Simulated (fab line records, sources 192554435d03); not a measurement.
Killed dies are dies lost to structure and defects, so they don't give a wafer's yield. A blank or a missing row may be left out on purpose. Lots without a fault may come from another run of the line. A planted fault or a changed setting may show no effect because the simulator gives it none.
A struck lot beside a sound one | flow n5_finfet | 18 steps out of a route of 1938
Sound: wafers L517.3, L517.4, L517.5. Struck: wafer L521.3. (L521.1, L521.5 of the same lot were not struck and are left out.) The cause comes at the end.
At each step with rows: each side's tool, then ch and its chambers, then its first start. Under that, the readings that differ: sound wafers | struck wafers | difference of the means | sigmas: that difference in standard deviations of wafers without a fault.
alike: readings whose means differ by less than 2 such deviations, and words and numbers that are the same on both sides. not compared: withheld readings, readings that some wafer has no value for, bounds like >300 that may hide the same value, and numbers for which the record gives no deviation and whose values overlap.
The two part at a step that has a row with sigmas, a row that says differs or no value, or rows on one side only. Numbers that don't overlap but have no deviation are shown without sigmas and don't part them. A reading that every wafer of one side lacks parts them only if that side has two wafers or more.

N5_MIM_TOP_LITHO_CD_MEAS_08: target cd 2000 nm.
  sound on cd_sem-02 ch 0, day 14 13:34; struck on cd_sem-02 ch 0, day 15 08:26
  alike: cd_nm
N5_MIM_TOP_LITHO_OVL_MEAS_11:
  sound on overlay-01 ch 0, day 14 13:35; struck on overlay-01 ch 0, day 15 08:28
  alike: MIM_TOP_OVL
N5_MIM_TOP_LITHO_INSPECT_12: inspects for defects (macro).
  sound on defect_inspect-01, day 14 13:37; struck on defect_inspect-01, day 15 08:29
  reading          | sound | struck | difference | sigmas
  raw_defect_count | 1 2 3 | 5      | +3         | +2
N5_MIM_TOP_LITHO_DESCUM_10: chemistry O2, time 7.9 s.
  sound on rie_diel-04 ch 0,3, day 14 14:04; struck on rie_diel-06 ch 0, day 15 08:37
  reading                | sound             | struck | difference | sigmas
  oes_product_au (a.u.)  | 0.78 0.74 0.75    | 1.00   | +0.24      | +3
  rf_fwd_power_W (W)     | 49.72 49.65 49.56 | 49.96  | +0.32      | +2
  rf_vpp_V (V)           | 241.5 241.8 242.9 | 244.9  | +2.8       | +2
  throttle_valve_pct (%) | 20.55 20.17 20.15 | 19.83  | -0.46      | -2
  alike: chamber_pressure_mTorr, drypump_motor_current_A, showerhead_plenum_p_Torr
  not compared: rf_hours_counter_h
N5_MIM_TOP_ETCH_ETCH_00: etches TiN in Cl2/BCl3, target depth 38.5 nm.
  sound on rie_metal-02 ch 0,1, day 14 14:11; struck on rie_metal-03 ch 1, day 15 08:41
  reading               | sound          | struck | difference | sigmas
  oes_product_au (a.u.) | 1.04 0.81 1.03 | 0.74   | -0.22      | -2
  alike: chamber_pressure_mTorr, drypump_motor_current_A, rf_fwd_power_W, throttle_valve_pct
  not compared: rf_hours_counter_h
N5_MIM_TOP_ETCH_STRIP_01: strips in O2.
  sound on rie_diel-05 ch 0,3, day 14 14:18; struck on rie_diel-03 ch 2, day 15 09:01
  alike: chamber_pressure_mTorr, drypump_motor_current_A, oes_product_au, rf_vpp_V, showerhead_plenum_p_Torr, throttle_valve_pct
  not compared: rf_hours_counter_h
N5_MIM_TOP_ETCH_PECVD_03: deposits SiNx from SiH4/NH3/N2, target thk 20 nm, time 17.6 s.
  sound on pecvd-04 ch 0,1, day 14 14:22; struck on pecvd-04 ch 2, day 15 09:05
  reading                  | sound       | struck | difference | sigmas
  heater_power_outer_w (W) | 565 397 548 | 377    | -126       | -2
  alike: chamber_pressure_Torr, heater_power_w, rf_fwd_power_W, showerhead_plenum_p_Torr, throttle_valve_pct
then, 5 steps without rows for these wafers: N5_MIM_BOT_LITHO_HMDS_01 (time 60 s); N5_MIM_BOT_LITHO_COAT_02; N5_MIM_BOT_LITHO_EBR_04; N5_MIM_BOT_LITHO_SOFTBAKE_03 (time 90 s); N5_MIM_BOT_LITHO_EXPOSE_05 (exposes mask MIM BOT).
N5_MIM_BOT_LITHO_PEB_06:
  sound on litho_track-03 ch 0, day 14 14:36; struck on litho_track-03 ch 0, day 15 09:35
then, 2 steps without rows for these wafers: N5_MIM_BOT_LITHO_DEVELOP_07 (develop time 60 s); N5_MIM_BOT_LITHO_HARDBAKE_09 (time 120 s).
N5_MIM_BOT_LITHO_CD_MEAS_08: target cd 3000 nm.
  sound on cd_sem-02 ch 0, day 14 14:43; struck on cd_sem-03 ch 0, day 15 09:43
  reading    | sound                | struck | difference | sigmas
  cd_nm (nm) | 3000.0 2999.8 2997.3 | 2986.1 | -12.9      | -5
N5_MIM_BOT_LITHO_OVL_MEAS_11:
  sound on overlay-02 ch 0, day 14 14:45; struck on overlay-01 ch 0, day 15 09:44
  alike: MIM_BOT_OVL
N5_PASSIVATION_PROBE_49:
  sound on prober-01, day 14 23:58; struck on prober-02, day 15 21:31
  alike: defect_limited_yield, killed_at_M0_to_M3, killed_at_M4_up, killed_at_contacts, killed_at_front_end, killed_at_other, killed_dies, killed_open, killed_short, sort_bin_5_function, sort_bin_6_memory, sort_bin_8_speed, sort_n_pass, sort_yield_pct

WHERE THEY PART
First at N5_MIM_TOP_LITHO_INSPECT_12; last, within this record, at N5_MIM_BOT_LITHO_CD_MEAS_08. Later steps at which nothing parts them and some readings are alike: N5_MIM_BOT_LITHO_OVL_MEAS_11, N5_PASSIVATION_PROBE_49.

WHY: what the simulator had put in
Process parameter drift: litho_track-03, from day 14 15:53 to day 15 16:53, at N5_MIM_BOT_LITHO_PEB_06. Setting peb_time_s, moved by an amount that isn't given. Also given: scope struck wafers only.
